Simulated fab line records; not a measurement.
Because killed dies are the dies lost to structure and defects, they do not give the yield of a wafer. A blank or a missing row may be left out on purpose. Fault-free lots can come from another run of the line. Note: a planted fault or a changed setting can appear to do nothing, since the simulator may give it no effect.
Matching of chambers    flow n5 finfet    rie si-06 running N5_DUMMY_GATE_ETCH_32: 4 sister chambers
The step etches SiO2 in CF4, target depth 3.5 nm, time 3.9 s. 18 wafers are shown with their chamber, then 9 later ones without.

== EACH WAFER AND ITS CHAMBER ==
wafer   chamber  throttle valve pct (%)  oes product au (a.u.)  chamber pressure mTorr (mTorr)
L074.2  0        21.93                   1.031                  10.015
L074.3  3        21.94                   0.967                  10.010
L074.4  2        22.02                   1.010                  9.985
L078.1  1        21.74                   0.967                  10.003
L078.3  3        21.95                   0.964                  9.982
L078.6  2        22.03                   1.022                  10.015
L081.2  3        21.94                   0.962                  9.998
L081.4  0        21.94                   1.026                  9.989
L081.6  0        21.93                   1.021                  9.988
L083.4  2        22.02                   1.016                  10.002
L083.5  0        21.95                   1.028                  10.009
L083.6  3        21.95                   0.963                  9.997
L086.1  2        22.03                   1.011                  10.002
L086.2  0        21.92                   1.033                  10.000
L086.4  3        21.95                   0.959                  10.019
L091.1  1        21.73                   0.962                  10.003
L091.3  0        21.94                   1.033                  9.990
L091.4  3        21.96                   0.959                  9.986

SIGNATURES (averages over the wafers above)
reading                 chamber 0  chamber 1  chamber 2  chamber 3  scatter within a chamber
throttle valve pct      21.9350    21.7350    22.0250    21.9483    0.00838
oes product au          1.02867    0.96450    1.01475    0.96233    0.00431
chamber pressure mTorr  9.99850    10.00300   10.00100   9.99867    0.0122
Rule: a wafer lies at a distance from a chamber equal to the root of the sum of squares, over the readings, of (its reading less the chamber's mean, divided by the reading's scatter). The wafer belongs to the nearest chamber; if the next one is less than 2 further off, it can't be placed. The scatter is the square root of a quotient: the sum, over the shown wafers, of each reading's squared deviation from its chamber's mean, divided by wafers minus chambers.

== WAFERS WHOSE CHAMBER IS MISSING ==
wafer   throttle valve pct (%)  oes product au (a.u.)  chamber pressure mTorr (mTorr)
L092.2  21.74                   0.978                  10.000
L092.4  21.95                   0.969                  10.010
L092.6  22.02                   1.007                  10.004
L094.2  21.94                   1.038                  9.987
L094.3  21.73                   0.970                  10.007
L094.5  21.74                   0.970                  10.001
L095.1  22.03                   1.016                  10.002
L095.2  21.95                   0.968                  10.013
L095.4  21.74                   0.973                  9.993

== WHICH CHAMBER EACH ONE RAN IN ==
wafer   from the rows above  in truth
L092.2  1                    1
L092.4  3                    3
L092.6  2                    2
L094.2  0                    0
L094.3  1                    1
L094.5  1                    1
L095.1  2                    2
L095.2  3                    3
L095.4  1                    1
9 of 9 placed correctly. Can't be placed from these rows: 0. Wrongly placed: 0.
